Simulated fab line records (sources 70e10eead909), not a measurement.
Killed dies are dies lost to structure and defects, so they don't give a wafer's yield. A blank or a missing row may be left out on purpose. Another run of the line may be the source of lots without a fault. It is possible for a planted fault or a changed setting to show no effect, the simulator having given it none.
Chamber matching / flow nand harc / NHARC_A_CHANNEL_FILL_D1_CMP_10 on cmp-02 has 4 sister chambers
The step polishes, target thk 150 nm. 14 wafers are shown with their chamber, then 7 later ones without.

== WAFERS WITH THEIR CHAMBER ==
wafer=L078.2; chamber=3; motor current A (A)=13.1; slurry flow ml min=149.8; time to endpoint s (s)=14.2
wafer=L078.5; chamber=0; motor current A (A)=11.2; slurry flow ml min=150.1; time to endpoint s (s)=13.9
wafer=L078.6; chamber=1; motor current A (A)=9.8; slurry flow ml min=150.8; time to endpoint s (s)=14.6
wafer=L080.1; chamber=3; motor current A (A)=12.8; slurry flow ml min=150.5; time to endpoint s (s)=14.4
wafer=L080.2; chamber=2; motor current A (A)=12.0; slurry flow ml min=149.9; time to endpoint s (s)=15.2
wafer=L080.6; chamber=1; motor current A (A)=10.0; slurry flow ml min=149.4; time to endpoint s (s)=15.6
wafer=L082.1; chamber=2; motor current A (A)=11.8; slurry flow ml min=149.6; time to endpoint s (s)=14.6
wafer=L082.4; chamber=1; motor current A (A)=9.7; slurry flow ml min=150.1; time to endpoint s (s)=15.3
wafer=L082.5; chamber=2; motor current A (A)=12.2; slurry flow ml min=149.6; time to endpoint s (s)=12.2
wafer=L086.1; chamber=2; motor current A (A)=12.5; slurry flow ml min=150.0; time to endpoint s (s)=16.5
wafer=L086.2; chamber=1; motor current A (A)=9.6; slurry flow ml min=149.8; time to endpoint s (s)=11.9
wafer=L086.6; chamber=3; motor current A (A)=12.5; slurry flow ml min=149.7; time to endpoint s (s)=14.7
wafer=L087.2; chamber=3; motor current A (A)=12.8; slurry flow ml min=150.1; time to endpoint s (s)=12.9
wafer=L087.5; chamber=3; motor current A (A)=13.1; slurry flow ml min=150.0; time to endpoint s (s)=12.6

SIGNATURES, as means of the wafers listed above
reading=motor current A; chamber 0=11.200; chamber 1=9.775; chamber 2=12.125; chamber 3=12.860; scatter within a chamber=0.246
reading=slurry flow ml min; chamber 0=150.100; chamber 1=150.025; chamber 2=149.775; chamber 3=150.020; scatter within a chamber=0.395
reading=time to endpoint s; chamber 0=13.900; chamber 1=14.350; chamber 2=14.625; chamber 3=13.760; scatter within a chamber=1.48
Rule: a wafer's distance from a chamber is the root of the sum, over the readings, of the square of ((its reading less the chamber's mean) divided by the reading's scatter). If the next closest chamber is less than 2 further off than the closest, the wafer can't be placed; otherwise it belongs to the closest. The scatter: take each reading less its chamber's mean, square it, sum over the shown wafers, divide by the number of wafers less the number of chambers, and take the root.

== WAFERS WITHOUT THEIR CHAMBER ==
wafer=L087.6; motor current A (A)=11.8; slurry flow ml min=150.6; time to endpoint s (s)=14.8
wafer=L090.3; motor current A (A)=11.4; slurry flow ml min=149.6; time to endpoint s (s)=14.1
wafer=L090.4; motor current A (A)=10.2; slurry flow ml min=150.5; time to endpoint s (s)=14.1
wafer=L090.6; motor current A (A)=11.2; slurry flow ml min=149.7; time to endpoint s (s)=14.9
wafer=L096.3; motor current A (A)=13.4; slurry flow ml min=149.5; time to endpoint s (s)=12.8
wafer=L096.4; motor current A (A)=10.6; slurry flow ml min=150.5; time to endpoint s (s)=13.4
wafer=L096.5; motor current A (A)=13.4; slurry flow ml min=148.9; time to endpoint s (s)=11.8

== EACH ONE'S CHAMBER ==
wafer=L087.6; from the rows above=can't be placed: 2 or 0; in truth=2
wafer=L090.3; from the rows above=can't be placed: 0 or 2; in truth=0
wafer=L090.4; from the rows above=1; in truth=1
wafer=L090.6; from the rows above=0; in truth=0
wafer=L096.3; from the rows above=3; in truth=3
wafer=L096.4; from the rows above=can't be placed: 0 or 1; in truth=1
wafer=L096.5; from the rows above=3; in truth=3
Correct placement for 4 of the 7. Can't be placed from these rows: 3 (the true chamber is among the candidates in 3). Number placed wrongly: 0.
